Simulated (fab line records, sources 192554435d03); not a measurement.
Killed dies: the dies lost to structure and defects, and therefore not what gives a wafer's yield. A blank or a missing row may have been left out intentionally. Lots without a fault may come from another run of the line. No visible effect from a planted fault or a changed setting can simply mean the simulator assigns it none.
A struck lot beside a sound one || flow n5-finfet || 19 out of 1938 route steps
Sound: these wafers, L615.2, L615.3, L615.6. Wafers L619.1, L619.5, L619.6 were the ones struck. The cause is named last.
Order at every step that has rows: each side's tool, ch and its chambers, its first start. Under that, the readings that differ: sound wafers || struck wafers || difference of the means || sigmas: that difference in standard deviations of wafers without a fault.
alike: readings whose means differ by less than 2 such deviations, and words and numbers that are the same on both sides. not compared: withheld readings, readings that some wafer has no value for, bounds like >300 that may hide the same value, and numbers for which the record gives no deviation and whose values overlap.
A row with sigmas, a row that says differs or no value, or rows on one side alone: a step with any of these is where the two part. Numbers that have no deviation but don't overlap get no sigmas and don't part them. A reading that every wafer of one side lacks parts them only if that side has two wafers or more.

first, 4 steps without rows for these wafers: N5_BEOL_M14_ETCH_68 (etches SOC in N2/H2, time 450 s); N5_BEOL_M14_STRIP_69 (strips in N2/H2); N5_BEOL_M14_TRENCH_ETCH_34 (etches SiO2 in C4F8/O2/Ar, target depth 556.65 nm, time 126.9 s); N5_BEOL_M14_STRIP_70 (strips in C4F8/O2/Ar).
N5_BEOL_M14_OCD_MEAS_35:
  sound on ocd-02 at day 11 04:58; struck on ocd-01 at day 12 03:49
  alike: trench-depth-nm
N5_BEOL_M14_STRIP_37: strips in O2.
  sound on rie-diel-04 ch 0,2,3, day 11 06:29; struck on rie-diel-05 ch 0,3, day 12 06:37
{"reading": "oes-product-au (a.u.)", "sound": "0.92 0.93 0.92", "struck": "0.82 0.80 0.68", "difference": -0.16, "sigmas": -2}
  alike: drypump-motor-current-A, o2-flow-sccm, rf-vpp-V, showerhead-plenum-p-Torr, throttle-valve-pct
  not compared: rf-hours-counter-h
then, 3 steps without rows for these wafers: N5_BEOL_M14_ETCH_38 (etches SiCN in CF4/N2, target depth 106.5 nm, time 120.6 s); N5_BEOL_M14_PRECLEAN_39 (cleans in residue remover, time 60 s); N5_BEOL_M14_SRD_40 (time 30 s, dry time 30 s).
N5_BEOL_M14_DEGAS_41: time 60 s.
  sound on pvd-sputter-01 at day 11 07:07; struck on pvd-sputter-03 at day 12 07:48
  alike: heater-power-w
N5_BEOL_M14_PRE_CLEAN_42: time 30 s.
  sound on pvd-sputter-01 at day 11 07:09; struck on pvd-sputter-03 at day 12 07:50
  alike: heater-power-w
N5_BEOL_M14_SPUTTER_43: material TaN, target thk 15 nm, time 24.19 s.
  sound on pvd-sputter-01 at day 11 07:11; struck on pvd-sputter-03 at day 12 07:53
  alike: cathode-dc-power-W, chamber-pressure-pa, throttle-valve-pct
N5_BEOL_M14_SPUTTER_44: material Ta, target thk 15 nm, time 24.19 s.
  sound on pvd-sputter-01 at day 11 07:16; struck on pvd-sputter-03 at day 12 07:58
{"reading": "cathode-dc-power-W (W)", "sound": "14998 14999 14997", "struck": "17570 17571 17573", "difference": "+2573", "sigmas": "+99 or more"}
{"reading": "model.Ta_of_BEOL_M14_SPUTTER_44.thk-nm (nm)", "sound": "15 15 14.8", "struck": "17.6 17.6 17.6", "difference": "+2.7", "sigmas": ""}
  alike: chamber-pressure-pa, throttle-valve-pct
N5_BEOL_M14_SPUTTER_45: material Cu, target thk 100 nm, time 16.67 s.
  sound on pvd-sputter-01 at day 11 07:21; struck on pvd-sputter-03 at day 12 08:02
  alike: cathode-dc-power-W, chamber-pressure-pa, throttle-valve-pct
then, 2 steps without rows for these wafers: N5_BEOL_M14_ECD_47 (material Cu, target thk 1248 nm); N5_BEOL_M14_ANNEAL_48 (time 90 s).
N5_BEOL_M14_CMP_49: polishes, stops on SiO2, t overpolish 5.2 s, target thk 560 nm.
  sound on cmp-01 ch 1,2,3, day 11 08:33; struck on cmp-01 ch 0,2,3, day 12 10:01
{"reading": "barrier-field-endpoint-s (s)", "sound": "11.6 11.4 11.0", "struck": "12.5 12.6 12.6", "difference": "+1.2", "sigmas": "+4"}
  alike: clearing-platen-down-force-psi, motor-current-A, retaining-ring-pressure-frac, slurry-filter-dp-kPa, slurry-flow-ml-min
N5_BEOL_M14_THK_MEAS_50: measures by xrf.
  sound on film-metro-01 at day 11 08:49; struck on film-metro-01 at day 12 10:14
  alike: M14_THK
N5_PASSIVATION_PROBE_49:
  sound wafers here have rows in the record (prober-02, day 12 10:04); struck ones have none

## WHERE THEY PART
At N5_BEOL_M14_STRIP_37 first; at N5_PASSIVATION_PROBE_49 last (within this record only).

WHY: what the simulator had put in
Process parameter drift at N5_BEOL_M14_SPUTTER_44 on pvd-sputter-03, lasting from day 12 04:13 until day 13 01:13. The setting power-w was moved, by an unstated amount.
